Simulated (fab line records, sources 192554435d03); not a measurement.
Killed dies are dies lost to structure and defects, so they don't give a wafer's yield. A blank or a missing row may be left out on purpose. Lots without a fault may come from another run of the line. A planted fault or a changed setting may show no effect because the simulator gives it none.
fab line records | flow n5_finfet
record lots=5 wafers=14 last_day=17
route steps=1938 shown BEOL_M8@1392 BEOL_M9@1401
lots that met no fault: from a run of the same line without faults
start_h: hours from the record's first day to the start of the lot's first wafer shown | wait_h: hours since the lot's step before | " the same as in the row above | L1.1+2: a row that stands for several wafers | - no value, or no start given | * or withheld: withheld | < > ~ a bound
route shown NAME@n: a module of which the file shows steps, and the number in the route of the first | usual: mean/standard deviation of fault-free wafers | same: alike in all rows | chamber/n: place in a boat | sites: the reading at each site | _std_site: their standard deviation | _edge_site: outer sites' mean less inner sites' | radius_mm: how far each site lies from the wafer's centre | mask NAME#n: copy n | behind: the tool/chamber that last shaped the wafer | hold: why the lot was held/for how many hours/how that ended | device: the transistor (n, p or np) that didn't switch | end of line: the same wafers' tests at the end of the route | a step without rows: its recipe alone | killed: dies lost to structure and defects at the first sort, not the wafer's yield | map: a wafer's dies, x killed, . not, _ none there
set.NAME: the setting as run; set.NAME@STEP: as run at that earlier step | model.NAME: the simulator's own value behind a step, which no gauge read
lots at some steps of the route; a table a step, a row a wafer
services: from which hour (start_h, from the record's first day; less than 0 if before it) a tool's chamber was out of use, for how many hours, and why
## steps
# step N5_BEOL_M8_SPUTTER_48
# recipe material=Cu target_thk_a=100 temp_c=-20 bias_v=60 power_w=26000 chamber_pressure_pa=0.13 time_s=1.667
# usual cathode_dc_power_W=26000/4.7 chamber_pressure_pa=0.12994/0.00027 throttle_valve_pct=29.9/0.89
# columns lot.wafer tool chamber start_h wait_h cathode_dc_power_W chamber_pressure_pa throttle_valve_pct
L447.2 pvd_sputter-02 - 223.64 1.9 25998 0.12961 28.8
L447.3 " - " " 25995 0.13008 29.9
L447.6 " - " " 26004 0.12996 28.5
L455.4 pvd_sputter-03 - 268.34 0.1 26002 0.12971 29.8
L455.6 " - " " 25999 0.12996 30.3
L463.1 pvd_sputter-03 - 310.52 0.2 26006 0.13047 30.3
L463.2 " - " " 26007 0.12954 29.9
L463.3 " - " " 26001 0.13003 29.9
L469.3 pvd_sputter-01 - 345.75 0.2 26001 0.1298 31.0
L469.4 " - " " 26009 0.12987 29.0
L469.6 " - " " 25999 0.1297 30.3
L468.2 pvd_sputter-02 - 346.01 0.2 25994 0.13012 28.4
L468.4 " - " " 25997 0.13047 29.2
L468.6 " - " " 26005 0.13007 28.5
# step N5_BEOL_M8_ECD_50
# recipe material=Cu target_thk_a=3000
# step N5_BEOL_M8_ANNEAL_51
# recipe temp_c=225 time_s=90 ambient=N2
# step N5_BEOL_M8_CMP_52
# recipe stop_on=SiCOH_lowk t_overpolish_s=6.9 down_force_psi=1 platen_rpm=50 clearing_platen_down_force_psi=1.5 clearing_platen_rpm=50 post_cmp_clean=cu_alkaline target_thk_nm=80 clearing_platen_pad_velocity_m_s=0.99484 pad_velocity_m_s=0.99484
# step N5_BEOL_M8_THK_MEAS_53
# recipe thk_meas_gauge=xrf reads=Cu_of_BEOL_M8_ECD_50
# usual M8_THK=80.5/2.5
# columns lot.wafer tool chamber start_h wait_h M8_THK[nm]
L447.2 film_metro-01 - 224.44 - 83.9
L447.3 " - " " 82.2
L447.6 " - " " 81.1
L455.4 film_metro-02 - 269.53 - 79.6
L455.6 " - " " 81.3
L463.1 film_metro-01 - 311.32 - 80.7
L463.2 " - " " 78.7
L463.3 " - " " 78.6
L469.3 film_metro-01 - 346.73 - 75.8
L469.4 " - " " 79.3
L469.6 " - " " 84.2
L468.2 film_metro-02 - 347.11 - 78.9
L468.4 " - " " 81.1
L468.6 " - " " 82.0
# step N5_BEOL_M8_PRE_CLEAN_55
# recipe gas=NH3 time_s=15 temp_c=withheld rf_power_w=300
# step N5_BEOL_M8_DEP_56
# recipe material=SiCN target_thk_a=100 temp_c=withheld precursor=3MS/NH3 pressure_torr=3 rf_w=202 time_s=17.5
# step N5_BEOL_M8_RS_MEAS_57
# recipe thk_meas_gauge=four-point-probe reads=Cu_of_BEOL_M8_ECD_50+Co_of_BEOL_M8_CVD_78+TaN_of_BEOL_M8_ALD_77
# usual M8_RS=0.285/0.01
# columns lot.wafer tool chamber start_h wait_h M8_RS[ohm/sq]
L447.2 film_metro-01 - 224.60 0.1 0.273
L447.3 " - " " 0.280
L447.6 " - " " 0.284
L455.4 film_metro-02 - 269.66 0.0 0.288
L455.6 " - " " 0.282
L463.1 film_metro-01 - 311.45 0.1 0.282
L463.2 " - " " 0.290
L463.3 " - " " 0.290
L469.3 film_metro-02 - 346.86 0.1 0.309
L469.4 " - " " 0.293
L469.6 " - " " 0.273
L468.2 film_metro-01 - 347.24 0.1 0.289
L468.4 " - " " 0.279
L468.6 " - " " 0.278
# step N5_BEOL_M8_INSPECT_58
# recipe inspect_instrument=darkfield mode=post_dep
# usual raw_defect_count=72/26
# columns lot.wafer tool chamber start_h wait_h raw_defect_count
L447.2 defect_inspect-02 - 224.63 0.0 86
L447.3 " - " " 51
L447.6 " - " " 53
L455.4 defect_inspect-02 - 269.68 0.0 101
L455.6 " - " " 86
L463.1 defect_inspect-02 - 311.48 0.0 48
L463.2 " - " " 83
L463.3 " - " " 76
L469.3 defect_inspect-02 - 346.89 0.0 83
L469.4 " - " " 44
L469.6 " - " " 60
L468.2 defect_inspect-02 - 347.27 0.0 85
L468.4 " - " " 85
L468.6 " - " " 54
# step N5_BEOL_M9_ILD_DEP_00
# recipe material=SiCOH_lowk target_thk_a=3085.1 temp_c=300 precursor=DEMS/porogen pressure_torr=5 rf_w=500 time_s=58
# step N5_BEOL_M9_CURE_71
# recipe temp_c=385 time_s=240 ambient=He/Ar material=SiCOH_lowk
# step N5_BEOL_M9_THK_MEAS_01
# recipe reads=SiCOH_lowk_of_BEOL_M9_ILD_DEP_00
# usual M9_ILD_THK=267/3.6
# columns lot.wafer tool chamber start_h wait_h M9_ILD_THK[nm]
L447.2 film_metro-01 - 225.26 0.4 268
L447.3 " - " " 270
L447.6 " - " " 263
L455.4 film_metro-02 - 270.79 0.4 272
L455.6 " - " " 273
L463.1 film_metro-02 - 312.87 0.8 260
L463.2 " - " " 262
L463.3 " - " " 262
L469.3 film_metro-01 - 347.56 0.3 261
L469.4 " - " " 269
L469.6 " - " " 273
L468.2 film_metro-02 - 348.04 0.4 265
L468.4 " - " " 270
L468.6 " - " " 270
# step N5_BEOL_M9_PECVD_70
# recipe material=SiO2 target_thk_a=200 temp_c=400 precursor=TEOS/O2 pressure_torr=5.5 rf_w=450 teos_flow_sccm=53.8 gas=O2 flow_sccm=3000 time_s=22.7
# usual heater_power_w=680/83 showerhead_plenum_p_Torr=8.76/0.054 throttle_valve_pct=22.4/1.5
# columns lot.wafer tool chamber start_h wait_h heater_power_w showerhead_plenum_p_Torr throttle_valve_pct model.SiO2_of_BEOL_M9_PECVD_70.thk_nm
L447.2 pecvd-03 0 225.29 0.0 796 8.81 21.8 20
L447.3 " 1 " " 724 8.91 23.1 20
L447.6 " 0 " " 806 8.78 21.6 20.6
L455.4 pecvd-02 2 270.84 0.1 640 8.73 22.5 20.4
L455.6 " 1 " " 655 8.76 23.0 23.2
L463.1 pecvd-04 2 312.91 0.0 609 8.72 20.9 20
L463.2 " 0 " " 668 8.77 24.0 19.8
L463.3 " 1 " " 825 8.77 25.7 19.8
L469.3 pecvd-04 0 347.60 0.0 720 8.77 23.7 19.8
L469.4 " 0 " " 715 8.77 23.5 20.2
L469.6 " 2 " " 645 8.73 20.9 20.6
L468.2 pecvd-02 2 348.08 0.0 630 8.72 22.2 20.2
L468.4 " 0 " " 703 8.75 20.9 20.2
L468.6 " 2 " " 623 8.69 22.7 20.8
# step N5_BEOL_M9_HM_DEP_02
# recipe material=TiN target_thk_a=200 temp_c=25 chamber_pressure_pa=0.49996
# usual chamber_pressure_pa=0.4999/0.00089 throttle_valve_pct=30.0/0.93
# columns lot.wafer tool chamber start_h wait_h chamber_pressure_pa throttle_valve_pct
L447.2 pvd_sputter-01 - 225.96 0.6 0.5013 29.8
L447.3 " - " " 0.4989 30.3
L447.6 " - " " 0.5007 30.5
L455.4 pvd_sputter-02 - 272.70 1.8 0.5007 31.1
L455.6 " - " " 0.4990 28.5
L463.1 pvd_sputter-02 - 314.06 1.1 0.5008 29.9
L463.2 " - " " 0.5014 28.8
L463.3 " - " " 0.5005 31.3
L469.3 pvd_sputter-03 - 348.65 1.0 0.5004 29.8
L469.4 " - " " 0.4993 30.3
L469.6 " - " " 0.4989 30.5
L468.2 pvd_sputter-03 - 348.93 0.8 0.4996 30.3
L468.4 " - " " 0.4988 30.0
L468.6 " - " " 0.5020 30.9
# step N5_BEOL_M9_COAT_59
# recipe resist=SOC temp_c=250 time_s=60 spin_rpm=1500 resist_thk_nm=100
# step N5_BEOL_M9_COAT_60
# recipe resist=SiARC temp_c=220 time_s=60 spin_rpm=1500 resist_thk_nm=30
# step N5_BEOL_M9_COAT_05
# recipe resist=CAR-ArF spin_rpm=1500 resist_thk_nm=90
# step N5_BEOL_M9_EBR_07
# recipe solvent=PGMEA ebr_width_mm=1.5
# step N5_BEOL_M9_SOFTBAKE_06
# recipe temp_c=110 time_s=60 resist=CAR-ArF
# step N5_BEOL_M9_EXPOSE_08
# recipe mask_id=M9 na=1.35 source_shape=dipole sigma_inner=0.411 sigma_outer=0.611 polarization=te dose_mj=53.75
# step N5_BEOL_M9_PEB_09
# recipe peb_temp_c=withheld peb_time_s=60 resist=CAR-ArF
# step N5_BEOL_M9_DEVELOP_10
# recipe develop_time_s=30 developer=TMAH resist=CAR-ArF rinse_liquid=diw dry=air_spin dev_temp_c=23
# step N5_BEOL_M9_CD_MEAS_11
# recipe target_cd_nm=64.1 landing_energy_ev=500 detector=se_inlens polarity=opening
# usual cd_nm=64.0/0.63
# columns lot.wafer tool chamber start_h wait_h cd_nm
L447.2 cd_sem-03 0 226.34 - 64.3
L447.3 " 0 " " 62.9
L447.6 " 0 " " 65.7
L455.4 cd_sem-03 0 273.08 - 63.3
L455.6 " 0 " " 64.0
L463.1 cd_sem-03 0 314.43 - 64.0
L463.2 " 0 " " 63.7
L463.3 " 0 " " 63.5
L469.3 cd_sem-01 0 349.14 - 63.9
L469.4 " 0 " " 62.9
L469.6 " 0 " " 64.2
L468.2 cd_sem-01 0 349.42 - 63.1
L468.4 " 0 " " 63.1
L468.6 " 0 " " 63.6
# step N5_BEOL_M9_OVL_MEAS_12
# recipe points_per_wafer=44
# usual M9_OVL=-0.6/0.82
# columns lot.wafer tool chamber start_h wait_h M9_OVL[nm]
L447.2 overlay-01 0 226.36 0.0 0.4
L447.3 " 0 " " 0.0
L447.6 " 0 " " 0.0
L455.4 overlay-02 0 273.11 0.0 -0.1
L455.6 " 0 " " -1.0
L463.1 overlay-02 0 314.47 0.0 -0.4
L463.2 " 0 " " -1.4
L463.3 " 0 " " -0.1
L469.3 overlay-02 0 349.17 0.0 -1.2
L469.4 " 0 " " -0.3
L469.6 " 0 " " -0.8
L468.2 overlay-01 0 349.45 0.0 -1.0
L468.4 " 0 " " -0.6
L468.6 " 0 " " -0.7
# step N5_BEOL_M9_INSPECT_13
# recipe mode=adi inspect_instrument=brightfield
# usual raw_defect_count=381/83
# columns lot.wafer tool chamber start_h wait_h raw_defect_count
L447.2 defect_inspect-01 - 226.39 0.0 346
L447.3 " - " " 330
L447.6 " - " " 410
L455.4 defect_inspect-02 - 273.13 0.0 377
L455.6 " - " " 483
L463.1 defect_inspect-01 - 314.49 0.0 221
L463.2 " - " " 284
L463.3 " - " " 400
L469.3 defect_inspect-02 - 349.20 0.0 334
L469.4 " - " " 226
L469.6 " - " " 286
L468.2 defect_inspect-01 - 349.48 0.0 500
L468.4 " - " " 454
L468.6 " - " " 442
# step N5_BEOL_M9_DESCUM_16
# recipe chemistry=O2 time_s=7.9 source_power_w=50 bias_power_w=20 pressure_mtorr=20 rf_frequency_hz=2.712e+07 temp_c=40 resist=CAR-ArF o2_flow_sccm=225
# usual drypump_motor_current_A=5.8/0.32 oes_product_au=0.76/0.06 rf_vpp_V=243.1/1.3 showerhead_plenum_p_Torr=2.09/0.073 throttle_valve_pct=20.48/0.23
# columns lot.wafer tool chamber start_h wait_h drypump_motor_current_A oes_product_au rf_hours_counter_h rf_vpp_V showerhead_plenum_p_Torr throttle_valve_pct
L447.2 rie_diel-01 0 226.57 0.2 5.8 0.81 64 244.2 2.15 20.27
L447.3 " 3 " " 5.7 0.75 153 241.6 1.98 20.46
L447.6 " 1 " " 5.9 0.72 - 241.0 2.01 20.75
L455.4 rie_diel-03 0 273.16 0.0 5.7 0.83 72 245.6 2.19 20.61
L455.6 " 1 " " 5.4 0.79 - 242.4 2.09 20.18
L463.1 rie_diel-01 0 314.52 0.0 5.8 0.78 93 243.0 2.14 20.33
L463.2 " 1 " " 5.9 0.70 233 243.4 2.00 20.78
L463.3 " 2 " " 6.3 0.71 215 243.6 2.17 20.56
L469.3 rie_diel-03 1 349.26 0.1 5.4 0.75 159 243.3 2.08 20.22
L469.4 " 3 " " 5.9 0.93 - 242.0 2.06 20.20
L469.6 " 1 " " 5.4 0.75 - 243.3 2.08 20.21
L468.2 rie_diel-01 3 349.51 0.0 5.7 0.73 189 241.5 1.97 20.54
L468.4 " 0 " " 5.8 0.77 103 243.2 2.13 20.33
L468.6 " 3 " " 5.7 0.73 - 242.2 1.97 20.52
# step N5_BEOL_M9_ETCH_61
# recipe chemistry=CF4 target=SiARC target_depth_a=390 mask_material=CAR-ArF time_s=65 ion_energy_ev=80 pressure_mtorr=40 source_w=545 bias_w=36 Ar_flow_sccm=100 cf4_flow_sccm=100 ends=cleared
# usual bias_w=36.00/0.1 drypump_motor_current_A=5.8/0.32 etch_rf_on_time_s=64.9/2 oes_product_au=0.65/0.051 rf_vpp_V=183.9/1.1 showerhead_plenum_p_Torr=2.13/0.07 throttle_valve_pct=15.68/0.21
# columns lot.wafer tool chamber start_h wait_h bias_w drypump_motor_current_A etch_rf_on_time_s oes_product_au rf_hours_counter_h rf_vpp_V showerhead_plenum_p_Torr throttle_valve_pct
L447.2 rie_diel-01 0 226.61 0.0 36.07 5.8 68.3 0.70 64 185.1 2.18 15.43
L447.3 " 3 " " 35.96 5.7 67.0 0.63 153 183.1 2.06 15.81
L447.6 " 1 " " 35.94 5.9 63.2 0.62 - 182.0 2.05 15.82
L455.4 rie_diel-03 0 273.20 0.0 36.08 5.7 64.4 0.71 72 185.9 2.25 15.77
L455.6 " 1 " " 35.98 5.4 65.3 0.67 - 183.9 2.15 15.48
L463.1 rie_diel-01 0 314.56 0.0 36.15 5.8 68.6 0.67 93 184.3 2.18 15.49
L463.2 " 1 " " 36.01 5.9 64.6 0.59 233 182.2 2.04 15.89
L463.3 " 2 " " 35.83 6.4 62.6 0.61 215 184.4 2.21 15.73
L469.3 rie_diel-03 1 349.29 0.0 36.09 5.4 67.6 0.64 159 183.8 2.14 15.55
L469.4 " 3 " " 36.07 5.9 62.4 0.83 - 182.9 2.13 15.46
L469.6 " 1 " " 36.07 5.3 67.0 0.64 - 183.5 2.14 15.55
L468.2 rie_diel-01 3 349.54 0.0 36.09 5.7 66.4 0.62 189 183.3 2.05 15.87
L468.4 " 0 " " 35.86 5.8 68.1 0.67 103 183.8 2.17 15.50
L468.6 " 3 " " 36.24 5.7 66.8 0.62 - 183.3 2.05 15.89
# step N5_BEOL_M9_ETCH_62
# recipe chemistry=N2/H2 target=SOC target_depth_a=1100 overetch_a=220 mask_material=SiARC temp_c=40 time_s=165 ion_energy_ev=200 pressure_mtorr=30 source_w=840 bias_w=150 n2_flow_sccm=200 h2_flow_sccm=200
# step N5_BEOL_M9_STRIP_68
# recipe chemistry=N2/H2 temp_c=40 n2_flow_sccm=200 h2_flow_sccm=200 rf_frequency_hz=6e+07
# step N5_BEOL_M9_STRIP_67
# recipe chemistry=CF4 resist=SiARC power_w=300 bias_power_w=75 pressure_mtorr=50 cf4_flow_sccm=150 rf_frequency_hz=6e+07
# usual drypump_motor_current_A=5.8/0.31 oes_product_au=0.76/0.059 rf_vpp_V=270.9/1.6 showerhead_plenum_p_Torr=1.79/0.057 throttle_valve_pct=13.67/0.2
# columns lot.wafer tool chamber start_h wait_h drypump_motor_current_A oes_product_au rf_hours_counter_h rf_vpp_V showerhead_plenum_p_Torr throttle_valve_pct
L447.2 rie_diel-01 0 226.80 0.0 5.8 0.84 64 271.9 1.83 13.38
L447.3 " 3 " " 5.7 0.76 153 268.9 1.73 13.80
L447.6 " 1 " " 5.9 0.71 - 268.1 1.71 13.80
L455.4 rie_diel-03 3 273.40 0.0 5.9 0.69 - 270.6 1.78 13.92
L455.6 " 2 " " 5.7 0.74 - 273.7 1.84 13.88
L463.1 rie_diel-01 0 314.75 0.0 5.7 0.80 93 272.2 1.83 13.44
L463.2 " 1 " " 5.9 0.70 233 268.2 1.71 13.87
L463.3 " 2 " " 6.3 0.70 215 271.4 1.84 13.71
L469.3 rie_diel-03 1 349.49 0.0 5.3 0.76 159 271.0 1.77 13.45
L469.4 " 3 " " 5.9 0.94 - 270.7 1.78 13.38
L469.6 " 1 " " 5.4 0.76 - 269.7 1.77 13.44
L468.2 rie_diel-01 3 349.74 0.0 5.7 0.73 189 269.7 1.72 13.87
L468.4 " 0 " " 5.8 0.79 103 272.1 1.82 13.48
L468.6 " 3 " " 5.7 0.73 - 269.6 1.72 13.87
# step N5_BEOL_M9_HM_OPEN_17
# recipe chemistry=Cl2/BCl3 target_depth_a=200 overetch_a=60 target=TiN mask_material=SOC ion_energy_ev=150 pressure_mtorr=10 icp_w=1000 bias_w=126 Cl2_flow_sccm=53.25 bcl3_flow_sccm=21.75 Ar_flow_sccm=25
# step N5_BEOL_M9_STRIP_19
# recipe chemistry=O2 power_w=400 temp_c=40 pressure_mtorr=30 rf_frequency_hz=6e+07 bias_power_w=0 overash_fraction=0.2 o2_flow_sccm=225
# step N5_BEOL_M9_CD_MEAS_18
# recipe pitch_nm=140 target_cd_nm=70
# usual cd_nm=70.0/0.7
# columns lot.wafer tool chamber start_h wait_h cd_nm
L447.2 cd_sem-03 - 227.03 0.1 70.1
L447.3 " - " " 68.7
L447.6 " - " " 71.5
L455.4 cd_sem-01 - 273.79 0.1 69.2
L455.6 " - " " 69.5
L463.1 cd_sem-01 - 314.98 0.0 70.3
L463.2 " - " " 69.6
L463.3 " - " " 69.3
L469.3 cd_sem-03 - 349.87 0.1 69.3
L469.4 " - " " 68.6
L469.6 " - " " 69.7
L468.2 cd_sem-02 - 350.10 0.1 69.2
L468.4 " - " " 69.8
L468.6 " - " " 69.6
# step N5_BEOL_M9_COAT_63
# recipe resist=SOC temp_c=250 time_s=60 spin_rpm=1500 resist_thk_nm=60
# step N5_BEOL_M9_COAT_64
# recipe resist=SiARC temp_c=220 time_s=60 spin_rpm=1500 resist_thk_nm=12
# step N5_BEOL_M9_COAT_75
# recipe resist=underlayer temp_c=205 time_s=60 spin_rpm=1500 resist_thk_nm=5
# step N5_BEOL_M9_COAT_22
# recipe resist=CAR-EUV spin_rpm=1500 resist_thk_nm=30
# step N5_BEOL_M9_EBR_24
# recipe solvent=PGMEA ebr_width_mm=1.5
# step N5_BEOL_M9_SOFTBAKE_23
# recipe temp_c=110 time_s=60 resist=CAR-EUV
# step N5_BEOL_M9_EXPOSE_25
# recipe mask_id=V8 na=0.33 source_shape=annular sigma_inner=0.4 sigma_outer=0.8 polarization=unpolarized dose_mj=37.25
# step N5_BEOL_M9_PEB_26
# recipe peb_temp_c=100 peb_time_s=60 resist=CAR-EUV
# step N5_BEOL_M9_DEVELOP_27
# recipe develop_time_s=30 developer=TMAH resist=CAR-EUV rinse_liquid=surfactant_rinse dry=air_spin dev_temp_c=23
# step N5_BEOL_M9_HM_STRIP_39
# recipe chemistry=peroxide_tin_strip material=TiN target_depth_a=250 temp_c=50 time_s=158
# usual bath_guard_temp_C=49.9/0.5
# columns lot.wafer tool chamber start_h wait_h bath_guard_temp_C model.SiO2_of_BEOL_M9_PECVD_70.thk_nm
L447.2 wet_bench-05 4 229.25 0.0 49.4 19.8
L447.3 " 3 " " 49.8 19.8
L447.6 " 0 " " 50.1 20.4
L455.4 wet_bench-02 5 276.03 0.0 49.3 20.2
L455.6 " 4 " " 49.9 23
L463.1 wet_bench-05 5 318.58 0.0 50.0 20
L463.2 " 3 " " 49.6 19.6
L463.3 " 0 " " 49.9 19.8
L469.3 wet_bench-05 6 350.96 0.0 50.5 19.8
L469.4 " 4 " " 49.4 20
L469.6 " 5 " " 49.8 20.4
L468.2 wet_bench-01 2 351.16 0.0 49.9 20
L468.4 " 3 " " 49.9 20.2
L468.6 " 1 " " 50.1 20.6
## services
# columns tool chamber start_h hours kind
pecvd-03 2 202.38 - clean
pecvd-03 2 202.38 - consumable_replace:showerhead
pecvd-03 2 202.38 29.0 scheduled_down
pecvd-03 2 202.38 29.0 vent_cycle
rie_diel-01 - 207.15 2.3 repair
pecvd-03 1 215.67 2.1 scheduled_down
pecvd-03 - 228.10 5.5 pm
pecvd-04 2 228.18 5.5 scheduled_down
rie_diel-01 - 229.78 2.5 repair
pecvd-02 2 242.89 5.5 scheduled_down
pecvd-03 0 255.81 2.1 scheduled_down
rie_diel-03 - 262.64 0.5 repair
pecvd-02 1 277.24 2.1 scheduled_down
pecvd-02 1 292.04 5.5 scheduled_down
rie_diel-03 3 292.15 - clean
rie_diel-03 3 292.15 - consumable_replace:focus_ring
rie_diel-03 3 292.15 28.0 scheduled_down
rie_diel-03 3 292.15 28.0 vent_cycle
pecvd-02 2 305.72 2.1 scheduled_down
pecvd-02 0 312.96 5.5 scheduled_down
pecvd-02 0 330.75 2.1 scheduled_down
pecvd-04 - 331.13 1.0 repair
rie_diel-03 2 342.53 6.8 repair
## key
first_sign none at tools or gauges
model_effect step=N5_BEOL_M9_PECVD_70 value=SiO2_of_BEOL_M9_PECVD_70.thk_nm without=20 struck=23.2
model_effect step=N5_BEOL_M9_HM_STRIP_39 value=SiO2_of_BEOL_M9_PECVD_70.thk_nm without=19.8 struck=23
met_at N5_BEOL_M9_PECVD_70
struck_wafers L455.6
fault kind=process_parameter_drift tool=pecvd-02 chamber=- onset_h=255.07 steps=N5_BEOL_M9_PECVD_70 channel=time_s offset=* shape=step end_h=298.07 scope=struck_wafers_only acts_in=* stated=*
